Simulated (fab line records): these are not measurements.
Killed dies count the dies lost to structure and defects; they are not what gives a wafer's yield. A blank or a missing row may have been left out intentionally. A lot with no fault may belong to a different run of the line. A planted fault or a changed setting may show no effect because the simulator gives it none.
fab line records ; flow n5_finfet
record: lots: 7; wafers: 21
route steps=1938 shown BEOL_M10@1480 BEOL_M11@1546 BEOL_M12@1636
start_h: the number of hours between the record's first day and the start of the first shown wafer of the lot ; wait_h: time in hours since the lot's previous step ; " as in the row above ; L1.1+2: one row covering several wafers at once ; - no value, or no start was given ; * or withheld: withheld ; < > ~ a bound
route shown NAME@n: NAME is a module with steps in the file, n the number in the route of the first one ; usual: mean/standard deviation of fault-free wafers ; same: alike in all rows ; chamber/n: place in a boat ; sites: per-site readings ; _std_site: their standard deviation ; _edge_site: inner sites' mean taken away from outer sites' mean ; radius_mm: for every site, how far away it sits from the centre of the wafer ; mask NAME#n: copy n ; behind: the last tool/chamber to shape the wafer ; hold: cause of the lot's hold/its duration in hours/its outcome ; device: whichever transistor did not switch (one of n, p or np) ; end of line: at the end of the route, the tests of the same wafers ; step lacking rows: just its recipe ; killed: dies lost to structure and defects at the first sort, not the wafer's yield ; map: a wafer's dies, marking killed ones x, the rest . and places with no die _
set.NAME: setting as actually run; set.NAME@STEP: the setting as run at that earlier step ; model.NAME: the simulator's own value behind a step, which no gauge read
lots whose settings were changed on purpose; a table a step, a row a wafer
== steps ==
step: N5_BEOL_M10_EXPOSE_08
recipe: mask_id: M10; na: 1.35; source_shape: dipole; sigma_inner: 0.411; sigma_outer: 0.611; polarization: te; dose_mj: 53.75
lot.wafer;tool;chamber;start_h;wait_h;mask;set.dose_mj
L075.1+3+4;arfi_scanner-03;0;246.86;-;M10#0;53.75
L084.3+4+6;arfi_scanner-03;0;280.59;-;M10#0;53.75
L083.1;arfi_scanner-01;0;280.90;-;M10#0;51.32
L083.2+6;arfi_scanner-01;0;280.90;-;M10#0;53.75
L089.1+2;arfi_scanner-02;0;328.95;-;M10#0;55.92
L089.4;arfi_scanner-02;0;328.95;-;M10#0;53.75
L091.4+6;arfi_scanner-02;0;337.56;-;M10#0;51.72
L091.5;arfi_scanner-02;0;337.56;-;M10#0;53.75
L095.3+5;arfi_scanner-01;0;352.29;-;M10#0;53.75
L095.4;arfi_scanner-01;0;352.29;-;M10#0;49.72
L097.2+4;arfi_scanner-03;0;386.95;-;M10#0;53.75
L097.5;arfi_scanner-03;0;386.95;-;M10#0;56.01
step: N5_BEOL_M10_PEB_09
recipe: peb_temp_c: withheld; peb_time_s: 60; resist: CAR-ArF
step: N5_BEOL_M10_DEVELOP_10
recipe: develop_time_s: 30; developer: TMAH; resist: CAR-ArF; rinse_liquid: diw; dry: air_spin; dev_temp_c: 23
step: N5_BEOL_M10_CD_MEAS_11
recipe: target_cd_nm: 64.1; landing_energy_ev: 500; detector: se_inlens; polarity: opening
usual: cd_nm: 63.9/0.55
lot.wafer;tool;chamber;start_h;wait_h;set.dose_mj@BEOL_M10_EXPOSE_08;cd_nm
L075.1;cd_sem-03;0;246.99;-;53.75;63.4
L075.3;cd_sem-03;0;246.99;-;53.75;64.5
L075.4;cd_sem-03;0;246.99;-;53.75;62.7
L084.3;cd_sem-02;0;280.71;-;53.75;63.4
L084.4;cd_sem-02;0;280.71;-;53.75;64.4
L084.6;cd_sem-02;0;280.71;-;53.75;64.5
L083.1;cd_sem-03;0;281.03;-;51.32;60.6
L083.2;cd_sem-03;0;281.03;-;53.75;63.5
L083.6;cd_sem-03;0;281.03;-;53.75;64.4
L089.1;cd_sem-01;0;329.08;-;55.92;66.3
L089.2;cd_sem-01;0;329.08;-;55.92;65.3
L089.4;cd_sem-01;0;329.08;-;53.75;64.0
L091.4;cd_sem-03;0;337.67;-;51.72;62.0
L091.5;cd_sem-03;0;337.67;-;53.75;64.5
L091.6;cd_sem-03;0;337.67;-;51.72;61.8
L095.3;cd_sem-02;0;352.41;-;53.75;64.4
L095.4;cd_sem-02;0;352.41;-;49.72;59.9
L095.5;cd_sem-02;0;352.41;-;53.75;64.0
L097.2;cd_sem-02;0;387.07;-;53.75;62.8
L097.4;cd_sem-02;0;387.07;-;53.75;63.3
L097.5;cd_sem-02;0;387.07;-;56.01;65.0
step: N5_BEOL_M10_DESCUM_16
recipe: chemistry: O2; time_s: 7.9; source_power_w: 50; bias_power_w: 20; pressure_mtorr: 20; rf_frequency_hz: 2.712e+07; temp_c: 40; resist: CAR-ArF; o2_flow_sccm: 225
lot.wafer;tool;chamber;start_h;wait_h;set.spin_rpm@BEOL_M10_COAT_05;model.CAR-ArF_of_BEOL_M10_COAT_05.thk_nm
L075.1;rie_diel-06;0;247.07;0.0;1500;83.6
L075.3;rie_diel-06;3;247.07;0.0;1500;83.4
L075.4;rie_diel-06;3;247.07;0.0;1340;89
L084.3;rie_diel-06;3;281.40;0.6;1500;83.2
L084.4;rie_diel-06;2;281.40;0.6;1500;83.6
L084.6;rie_diel-06;0;281.40;0.6;1500;83.4
L083.1;rie_diel-01;0;282.06;1.0;1500;83.8
L083.2;rie_diel-01;2;282.06;1.0;1500;83.4
L083.6;rie_diel-01;3;282.06;1.0;1457;84.8
L089.1;rie_diel-05;1;329.27;0.1;1500;83.6
L089.2;rie_diel-05;0;329.27;0.1;1500;83.4
L089.4;rie_diel-05;2;329.27;0.1;1453;84.4
L091.4+5+6;rie_diel-01;1,3,2;337.77;0.0;1500;83.4
L095.3;rie_diel-01;1;353.07;0.6;1500;83.6
L095.4;rie_diel-01;0;353.07;0.6;1416;86.4
L095.5;rie_diel-01;0;353.07;0.6;1416;86.2
L097.2+5;rie_diel-06;1,2;387.94;0.8;1365;88
L097.4;rie_diel-06;2;387.94;0.8;1500;83.2
step: N5_BEOL_M10_ETCH_61
recipe: chemistry: CF4; target: SiARC; target_depth_a: 390; mask_material: CAR-ArF; time_s: 65; ion_energy_ev: 80; pressure_mtorr: 40; source_w: 545; bias_w: 36; Ar_flow_sccm: 100; cf4_flow_sccm: 100; ends: cleared
lot.wafer;tool;chamber;start_h;wait_h;set.spin_rpm@BEOL_M10_COAT_05;set.dose_mj@BEOL_M10_EXPOSE_08;model.CAR-ArF_of_BEOL_M10_COAT_05.thk_nm;model.BEOL_M10.cd_offset_nm
L075.1;rie_diel-06;0;247.11;0.0;1500;53.75;55.8;-0.8
L075.3;rie_diel-06;3;247.11;0.0;1500;53.75;55.8;-0.2
L075.4;rie_diel-06;3;247.11;0.0;1340;53.75;61;-1.4
L084.3;rie_diel-06;3;281.44;0.0;1500;53.75;55.4;-0.8
L084.4;rie_diel-06;2;281.44;0.0;1500;53.75;55.8;0
L084.6;rie_diel-06;0;281.44;0.0;1500;53.75;55.6;0.2
L083.1;rie_diel-01;0;282.09;0.0;1500;51.32;55.8;-3.2
L083.2;rie_diel-01;2;282.09;0.0;1500;53.75;55.6;-0.4
L083.6;rie_diel-01;3;282.09;0.0;1457;53.75;57;0.2
L089.1;rie_diel-05;1;329.31;0.0;1500;55.92;55.8;2.2
L089.2;rie_diel-05;0;329.31;0.0;1500;55.92;55.6;1.2
L089.4;rie_diel-05;2;329.31;0.0;1453;53.75;56.6;-0.4
L091.4;rie_diel-01;1;337.81;0.0;1500;51.72;55.4;-2.2
L091.5;rie_diel-01;3;337.81;0.0;1500;53.75;55.4;0.6
L091.6;rie_diel-01;2;337.81;0.0;1500;51.72;55.4;-2
L095.3;rie_diel-01;1;353.10;0.0;1500;53.75;55.8;0
L095.4;rie_diel-01;0;353.10;0.0;1416;49.72;58.4;-4.2
L095.5;rie_diel-01;0;353.10;0.0;1416;53.75;58.4;-0.6
L097.2;rie_diel-06;1;387.97;0.0;1365;53.75;60.2;-1
L097.4;rie_diel-06;2;387.97;0.0;1500;53.75;55.4;-0.8
L097.5;rie_diel-06;2;387.97;0.0;1365;56.01;60.2;1.2
step: N5_BEOL_M10_ETCH_62
recipe: chemistry: N2/H2; target: SOC; target_depth_a: 1100; overetch_a: 220; mask_material: SiARC; temp_c: 40; time_s: 165; ion_energy_ev: 200; pressure_mtorr: 30; source_w: 840; bias_w: 150; n2_flow_sccm: 200; h2_flow_sccm: 200
lot.wafer;tool;chamber;start_h;wait_h;set.dose_mj@BEOL_M10_EXPOSE_08;model.BEOL_M10.cd_offset_nm
L075.1;rie_diel-06;0;247.16;0.0;53.75;-1
L075.3;rie_diel-06;3;247.16;0.0;53.75;-0.2
L075.4;rie_diel-06;3;247.16;0.0;53.75;-1.2
L084.3;rie_diel-06;3;281.49;0.0;53.75;-0.6
L084.4;rie_diel-06;2;281.49;0.0;53.75;-0.4
L084.6;rie_diel-06;0;281.49;0.0;53.75;0
L083.1;rie_diel-01;0;282.14;0.0;51.32;-3
L083.2;rie_diel-01;2;282.14;0.0;53.75;-0.6
L083.6;rie_diel-01;3;282.14;0.0;53.75;0.2
L089.1;rie_diel-05;1;329.36;0.0;55.92;2
L089.2;rie_diel-05;0;329.36;0.0;55.92;1.4
L089.4;rie_diel-05;2;329.36;0.0;53.75;-0.6
L091.4+6;rie_diel-01;1,2;337.86;0.0;51.72;-2.4
L091.5;rie_diel-01;3;337.86;0.0;53.75;0.6
L095.3;rie_diel-01;1;353.15;0.0;53.75;-0.2
L095.4;rie_diel-01;0;353.15;0.0;49.72;-3.8
L095.5;rie_diel-01;0;353.15;0.0;53.75;-0.4
L097.2+4;rie_diel-06;1,2;388.02;0.0;53.75;-0.8
L097.5;rie_diel-06;2;388.02;0.0;56.01;1.4
step: N5_BEOL_M10_STRIP_68
recipe: chemistry: N2/H2; temp_c: 40; n2_flow_sccm: 200; h2_flow_sccm: 200; rf_frequency_hz: 6e+07
step: N5_BEOL_M10_STRIP_67
recipe: chemistry: CF4; resist: SiARC; power_w: 300; bias_power_w: 75; pressure_mtorr: 50; cf4_flow_sccm: 150; rf_frequency_hz: 6e+07
step: N5_BEOL_M10_HM_OPEN_17
recipe: chemistry: Cl2/BCl3; target_depth_a: 200; overetch_a: 60; target: TiN; mask_material: SOC; ion_energy_ev: 150; pressure_mtorr: 10; icp_w: 1000; bias_w: 126; Cl2_flow_sccm: 53.25; bcl3_flow_sccm: 21.75; Ar_flow_sccm: 25
step: N5_BEOL_M10_STRIP_19
recipe: chemistry: O2; power_w: 400; temp_c: 40; pressure_mtorr: 30; rf_frequency_hz: 6e+07; bias_power_w: 0; overash_fraction: 0.2; o2_flow_sccm: 225
step: N5_BEOL_M10_CD_MEAS_18
recipe: pitch_nm: 140; target_cd_nm: 70
usual: cd_nm: 69.6/0.56
lot.wafer;tool;chamber;start_h;wait_h;set.dose_mj@BEOL_M10_EXPOSE_08;cd_nm
L075.1;cd_sem-01;-;247.56;0.0;53.75;68.8
L075.3;cd_sem-01;-;247.56;0.0;53.75;69.8
L075.4;cd_sem-01;-;247.56;0.0;53.75;68.9
L084.3;cd_sem-01;-;282.00;0.1;53.75;69.1
L084.4;cd_sem-01;-;282.00;0.1;53.75;69.5
L084.6;cd_sem-01;-;282.00;0.1;53.75;69.6
L083.1;cd_sem-01;-;282.55;0.0;51.32;67.0
L083.2;cd_sem-01;-;282.55;0.0;53.75;69.4
L083.6;cd_sem-01;-;282.55;0.0;53.75;69.7
L089.1;cd_sem-01;-;329.78;0.0;55.92;72.1
L089.2;cd_sem-01;-;329.78;0.0;55.92;71.0
L089.4;cd_sem-01;-;329.78;0.0;53.75;69.8
L091.4;cd_sem-02;-;338.29;0.0;51.72;67.5
L091.5;cd_sem-02;-;338.29;0.0;53.75;70.4
L091.6;cd_sem-02;-;338.29;0.0;51.72;67.8
L095.3;cd_sem-02;-;353.72;0.1;53.75;69.6
L095.4;cd_sem-02;-;353.72;0.1;49.72;65.8
L095.5;cd_sem-02;-;353.72;0.1;53.75;69.4
L097.2;cd_sem-03;-;388.56;0.1;53.75;69.1
L097.4;cd_sem-03;-;388.56;0.1;53.75;68.9
L097.5;cd_sem-03;-;388.56;0.1;56.01;71.5
step: N5_BEOL_M10_COAT_63
recipe: resist: SOC; temp_c: 250; time_s: 60; spin_rpm: 1500; resist_thk_nm: 100
step: N5_BEOL_M10_COAT_64
recipe: resist: SiARC; temp_c: 220; time_s: 60; spin_rpm: 1500; resist_thk_nm: 30
step: N5_BEOL_M10_PRECLEAN_42
recipe: chemistry: residue_remover; time_s: 60; temp_c: 40
step: N5_BEOL_M10_SRD_43
recipe: time_s: 30; temp_c: 23; rinse_liquid: diw; dry: ipa_marangoni
step: N5_BEOL_M10_CD_MEAS_35
recipe: target_cd_nm: 70; polarity: opening
usual: cd_nm: 69.6/0.61
lot.wafer;tool;chamber;start_h;wait_h;set.dose_mj@BEOL_M10_EXPOSE_08;cd_nm
L075.1;cd_sem-01;-;248.97;0.0;53.75;68.8
L075.3;cd_sem-01;-;248.97;0.0;53.75;70.0
L075.4;cd_sem-01;-;248.97;0.0;53.75;69.0
L084.3;cd_sem-02;-;283.70;0.0;53.75;69.6
L084.4;cd_sem-02;-;283.70;0.0;53.75;69.3
L084.6;cd_sem-02;-;283.70;0.0;53.75;69.5
L083.1;cd_sem-02;-;285.54;0.0;51.32;67.0
L083.2;cd_sem-02;-;285.54;0.0;53.75;69.4
L083.6;cd_sem-02;-;285.54;0.0;53.75;70.1
L089.1;cd_sem-02;-;331.16;0.0;55.92;72.3
L089.2;cd_sem-02;-;331.16;0.0;55.92;71.9
L089.4;cd_sem-02;-;331.16;0.0;53.75;69.6
L091.4;cd_sem-03;-;339.31;0.0;51.72;67.4
L091.5;cd_sem-03;-;339.31;0.0;53.75;70.8
L091.6;cd_sem-03;-;339.31;0.0;51.72;67.5
L095.3;cd_sem-01;-;355.35;0.0;53.75;69.8
L095.4;cd_sem-01;-;355.35;0.0;49.72;66.1
L095.5;cd_sem-01;-;355.35;0.0;53.75;69.7
L097.2;cd_sem-02;-;390.06;0.0;53.75;69.2
L097.4;cd_sem-02;-;390.06;0.0;53.75;68.9
L097.5;cd_sem-02;-;390.06;0.0;56.01;71.3
step: N5_BEOL_M11_EXPOSE_08
recipe: mask_id: M11; na: 1.35; source_shape: dipole; sigma_inner: 0.411; sigma_outer: 0.611; polarization: te; dose_mj: 53.75
lot.wafer;tool;chamber;start_h;wait_h;mask;set.dose_mj
L075.1;arfi_scanner-01;0;253.66;-;M11#0;53.75
L075.3+4;arfi_scanner-01;0;253.66;-;M11#0;55.43
L084.3+4+6;arfi_scanner-03;0;289.44;-;M11#0;53.75
L083.1+2+6;arfi_scanner-03;0;291.31;-;M11#0;53.75
L089.1+2;arfi_scanner-02;0;338.65;-;M11#0;52.66
L089.4;arfi_scanner-02;0;338.65;-;M11#0;53.75
L091.4+5+6;arfi_scanner-03;0;348.52;-;M11#0;53.75
L095.3+5;arfi_scanner-03;0;361.00;-;M11#0;53.75
L095.4;arfi_scanner-03;0;361.00;-;M11#0;55.85
L097.2+5;arfi_scanner-01;0;395.01;-;M11#0;57.39
L097.4;arfi_scanner-01;0;395.01;-;M11#0;53.75
step: N5_BEOL_M11_PEB_09
recipe: peb_temp_c: withheld; peb_time_s: 60; resist: CAR-ArF
step: N5_BEOL_M11_DEVELOP_10
recipe: develop_time_s: 30; developer: TMAH; resist: CAR-ArF; rinse_liquid: diw; dry: air_spin; dev_temp_c: 23
step: N5_BEOL_M11_CD_MEAS_11
recipe: target_cd_nm: 64.1; landing_energy_ev: 500; detector: se_inlens; polarity: opening
usual: cd_nm: 64.1/0.61
lot.wafer;tool;chamber;start_h;wait_h;set.dose_mj@BEOL_M11_EXPOSE_08;cd_nm
L075.1;cd_sem-01;0;253.78;-;53.75;63.3
L075.3;cd_sem-01;0;253.78;-;55.43;66.6
L075.4;cd_sem-01;0;253.78;-;55.43;66.1
L084.3;cd_sem-03;0;289.55;-;53.75;63.9
L084.4;cd_sem-03;0;289.55;-;53.75;63.7
L084.6;cd_sem-03;0;289.55;-;53.75;63.4
L083.1;cd_sem-01;0;291.44;-;53.75;64.2
L083.2;cd_sem-01;0;291.44;-;53.75;63.9
L083.6;cd_sem-01;0;291.44;-;53.75;64.5
L089.1;cd_sem-02;0;338.78;-;52.66;63.6
L089.2;cd_sem-02;0;338.78;-;52.66;63.2
L089.4;cd_sem-02;0;338.78;-;53.75;63.6
L091.4;cd_sem-02;0;348.63;-;53.75;63.5
L091.5;cd_sem-02;0;348.63;-;53.75;64.3
L091.6;cd_sem-02;0;348.63;-;53.75;62.8
L095.3;cd_sem-01;0;361.12;-;53.75;63.8
L095.4;cd_sem-01;0;361.12;-;55.85;65.6
L095.5;cd_sem-01;0;361.12;-;53.75;63.2
L097.2;cd_sem-02;0;395.13;-;57.39;68.5
L097.4;cd_sem-02;0;395.13;-;53.75;65.1
L097.5;cd_sem-02;0;395.13;-;57.39;68.4
step: N5_BEOL_M11_DESCUM_16
recipe: chemistry: O2; time_s: 7.9; source_power_w: 50; bias_power_w: 20; pressure_mtorr: 20; rf_frequency_hz: 2.712e+07; temp_c: 40; resist: CAR-ArF; o2_flow_sccm: 225
step: N5_BEOL_M11_ETCH_61
recipe: chemistry: CF4; target: SiARC; target_depth_a: 390; mask_material: CAR-ArF; time_s: 65; ion_energy_ev: 80; pressure_mtorr: 40; source_w: 545; bias_w: 36; Ar_flow_sccm: 100; cf4_flow_sccm: 100; ends: cleared
lot.wafer;tool;chamber;start_h;wait_h;set.dose_mj@BEOL_M11_EXPOSE_08;model.BEOL_M11.cd_offset_nm
L075.1;rie_diel-02;2;253.91;0.0;53.75;-0.4
L075.3;rie_diel-02;0;253.91;0.0;55.43;2.6
L075.4;rie_diel-02;3;253.91;0.0;55.43;2
L084.3;rie_diel-04;2;289.67;0.0;53.75;0
L084.4+6;rie_diel-04;3;289.67;0.0;53.75;-0.6
L083.1;rie_diel-04;0;291.69;0.0;53.75;0.2
L083.2;rie_diel-04;1;291.69;0.0;53.75;0
L083.6;rie_diel-04;0;291.69;0.0;53.75;0.4
L089.1;rie_diel-03;2;338.90;0.0;52.66;-1
L089.2;rie_diel-03;1;338.90;0.0;52.66;-1.4
L089.4;rie_diel-03;1;338.90;0.0;53.75;-0.8
L091.4;rie_diel-03;0;348.78;0.0;53.75;-0.8
L091.5;rie_diel-03;3;348.78;0.0;53.75;-0.2
L091.6;rie_diel-03;1;348.78;0.0;53.75;-1.4
L095.3;rie_diel-02;3;361.27;0.0;53.75;0
L095.4;rie_diel-02;1;361.27;0.0;55.85;1.6
L095.5;rie_diel-02;0;361.27;0.0;53.75;-0.8
L097.2;rie_diel-04;0;395.26;0.0;57.39;3.6
L097.4;rie_diel-04;2;395.26;0.0;53.75;1.2
L097.5;rie_diel-04;2;395.26;0.0;57.39;4.4
step: N5_BEOL_M11_ETCH_62
recipe: chemistry: N2/H2; target: SOC; target_depth_a: 1100; overetch_a: 220; mask_material: SiARC; temp_c: 40; time_s: 165; ion_energy_ev: 200; pressure_mtorr: 30; source_w: 840; bias_w: 150; n2_flow_sccm: 200; h2_flow_sccm: 200
lot.wafer;tool;chamber;start_h;wait_h;set.time_s;model.SiARC_of_BEOL_M11_COAT_60.thk_nm
L075.1;rie_diel-02;2;253.96;0.0;147.6;24.2
L075.3;rie_diel-02;0;253.96;0.0;165;24
L075.4;rie_diel-02;3;253.96;0.0;165;23.4
L084.3+4+6;rie_diel-04;2,3,3;289.72;0.0;165;23.4
L083.1+6;rie_diel-04;0;291.74;0.0;179.8;23
L083.2;rie_diel-04;1;291.74;0.0;179.8;22.6
L089.1;rie_diel-03;2;338.95;0.0;165;23.4
L089.2+4;rie_diel-03;1;338.95;0.0;196.2;22
L091.4;rie_diel-03;0;348.87;0.1;165;23.4
L091.5;rie_diel-03;3;348.87;0.1;187.7;22.6
L091.6;rie_diel-03;1;348.87;0.1;165;23.2
L095.3;rie_diel-02;3;361.32;0.0;165;23.4
L095.4;rie_diel-02;1;361.32;0.0;135.2;24.6
L095.5;rie_diel-02;0;361.32;0.0;135.2;25
L097.2;rie_diel-04;0;395.31;0.0;134.4;24.8
L097.4+5;rie_diel-04;2;395.31;0.0;165;23.6
step: N5_BEOL_M11_STRIP_68
recipe: chemistry: N2/H2; temp_c: 40; n2_flow_sccm: 200; h2_flow_sccm: 200; rf_frequency_hz: 6e+07
step: N5_BEOL_M11_STRIP_67
recipe: chemistry: CF4; resist: SiARC; power_w: 300; bias_power_w: 75; pressure_mtorr: 50; cf4_flow_sccm: 150; rf_frequency_hz: 6e+07
step: N5_BEOL_M11_HM_OPEN_17
recipe: chemistry: Cl2/BCl3; target_depth_a: 200; overetch_a: 60; target: TiN; mask_material: SOC; ion_energy_ev: 150; pressure_mtorr: 10; icp_w: 1000; bias_w: 126; Cl2_flow_sccm: 53.25; bcl3_flow_sccm: 21.75; Ar_flow_sccm: 25
lot.wafer;tool;chamber;start_h;wait_h;set.time_s@BEOL_M11_ETCH_62;model.etch.depth_nm
L075.1;rie_metal-01;1;254.15;0.0;147.6;20.04
L075.3;rie_metal-01;1;254.15;0.0;165;20.09
L075.4;rie_metal-01;0;254.15;0.0;165;19.87
L084.3;rie_metal-01;1;289.94;0.1;165;20.3
L084.4;rie_metal-01;0;289.94;0.1;165;20.18
L084.6;rie_metal-01;1;289.94;0.1;165;20.44
L083.1;rie_metal-02;1;291.92;0.0;179.8;18.36
L083.2;rie_metal-02;0;291.92;0.0;179.8;18.66
L083.6;rie_metal-02;1;291.92;0.0;179.8;18.53
L089.1;rie_metal-03;0;339.14;0.0;165;20.18
L089.2;rie_metal-03;1;339.14;0.0;196.2;17.18
L089.4;rie_metal-03;1;339.14;0.0;196.2;17.27
L091.4;rie_metal-03;0;349.02;0.1;165;19.97
L091.5;rie_metal-03;0;349.02;0.1;187.7;17.75
L091.6;rie_metal-03;1;349.02;0.1;165;20.04
L095.3;rie_metal-03;0;361.53;0.1;165;19.98
L095.4;rie_metal-03;1;361.53;0.1;135.2;20.14
L095.5;rie_metal-03;0;361.53;0.1;135.2;20.22
L097.2;rie_metal-03;1;395.49;0.0;134.4;20.03
L097.4;rie_metal-03;1;395.49;0.0;165;19.96
L097.5;rie_metal-03;1;395.49;0.0;165;20.09
step: N5_BEOL_M12_ETCH_67
recipe: chemistry: CF4; target: SiARC; target_depth_a: 1430; time_s: 238.3; ion_energy_ev: 80; pressure_mtorr: 40; source_w: 545; bias_w: 36; Ar_flow_sccm: 100; cf4_flow_sccm: 100; ends: cleared
usual: etch_rf_on_time_s: 237/6; rf_vpp_V: 184.0/1.3
lot.wafer;tool;chamber;start_h;wait_h;set.source_w;etch_rf_on_time_s;rf_vpp_V
L075.1;rie_diel-05;1;261.22;0.0;470.2;263;193.1
L075.3;rie_diel-05;0;261.22;0.0;470.2;285;193.4
L075.4;rie_diel-05;1;261.22;0.0;545;231;182.4
L084.3;rie_diel-01;2;297.91;0.0;545;238;183.6
L084.4;rie_diel-01;0;297.91;0.0;545;234;186.6
L084.6;rie_diel-01;2;297.91;0.0;545;239;185.2
L083.1;rie_diel-01;3;303.32;0.0;545;230;184.0
L083.2;rie_diel-01;0;303.32;0.0;545;237;187.0
L083.6;rie_diel-01;2;303.32;0.0;513.8;253;184.9
L089.1;rie_diel-06;1;345.79;0.0;642.7;213;174.6
L089.2;rie_diel-06;2;345.79;0.0;545;247;183.0
L089.4;rie_diel-06;0;345.79;0.0;642.7;213;172.7
L091.4;rie_diel-01;1;356.87;0.0;615.6;218;175.6
L091.5;rie_diel-01;2;356.87;0.0;545;242;182.8
L091.6;rie_diel-01;3;356.87;0.0;545;231;183.8
L095.3;rie_diel-01;2;369.30;0.0;545;242;183.6
L095.4;rie_diel-01;1;369.30;0.0;545;245;182.5
L095.5;rie_diel-01;1;369.30;0.0;545;245;184.2
L097.2;rie_diel-01;3;403.35;0.0;545;230;185.6
L097.4;rie_diel-01;0;403.35;0.0;579.8;219;183.0
L097.5;rie_diel-01;1;403.35;0.0;579.8;230;180.5
== key ==
split: step: N5_BEOL_M10_EXPOSE_08; setting: dose_mj; stated: 53.75; by: wafer
response: step: N5_BEOL_M10_CD_MEAS_11; reading: cd_nm; change: +0.578; per: 1%; r: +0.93
response: step: N5_BEOL_M10_ETCH_61; reading: model.BEOL_M10.cd_offset_nm; change: +0.567; per: 1%; r: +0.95
response: step: N5_BEOL_M10_ETCH_62; reading: model.BEOL_M10.cd_offset_nm; change: +0.551; per: 1%; r: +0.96
response: step: N5_BEOL_M10_CD_MEAS_18; reading: cd_nm; change: +0.535; per: 1%; r: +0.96
response: step: N5_BEOL_M10_CD_MEAS_35; reading: cd_nm; change: +0.576; per: 1%; r: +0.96
split: step: N5_BEOL_M11_EXPOSE_08; setting: dose_mj; stated: 53.75; by: wafer
response: step: N5_BEOL_M11_CD_MEAS_11; reading: cd_nm; change: +0.545; per: 1%; r: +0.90
response: step: N5_BEOL_M11_ETCH_61; reading: model.BEOL_M11.cd_offset_nm; change: +0.48; per: 1%; r: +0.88
split: step: N5_BEOL_M11_ETCH_62; setting: time_s; stated: 165; by: wafer
response: step: N5_BEOL_M11_ETCH_62; reading: model.SiARC_of_BEOL_M11_COAT_60.thk_nm; change: -0.0669; per: 1%; r: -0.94
response: step: N5_BEOL_M11_HM_OPEN_17; reading: model.etch.depth_nm; shape: bent; at_lowest: 20.03; at_stated: 20.1; at_highest: 17.22
split: step: N5_BEOL_M12_ETCH_67; setting: source_w; stated: 545; by: wafer
response: step: N5_BEOL_M12_ETCH_67; reading: etch_rf_on_time_s; change: *; per: 1%; r: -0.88
response: step: N5_BEOL_M12_ETCH_67; reading: rf_vpp_V; change: -0.581; per: 1%; r: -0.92
split outside_this_file step=N5_BEOL_M10_COAT_05 setting=spin_rpm
split outside_this_file: this setting was split too, and the file shows its column; the key of that split is in another file
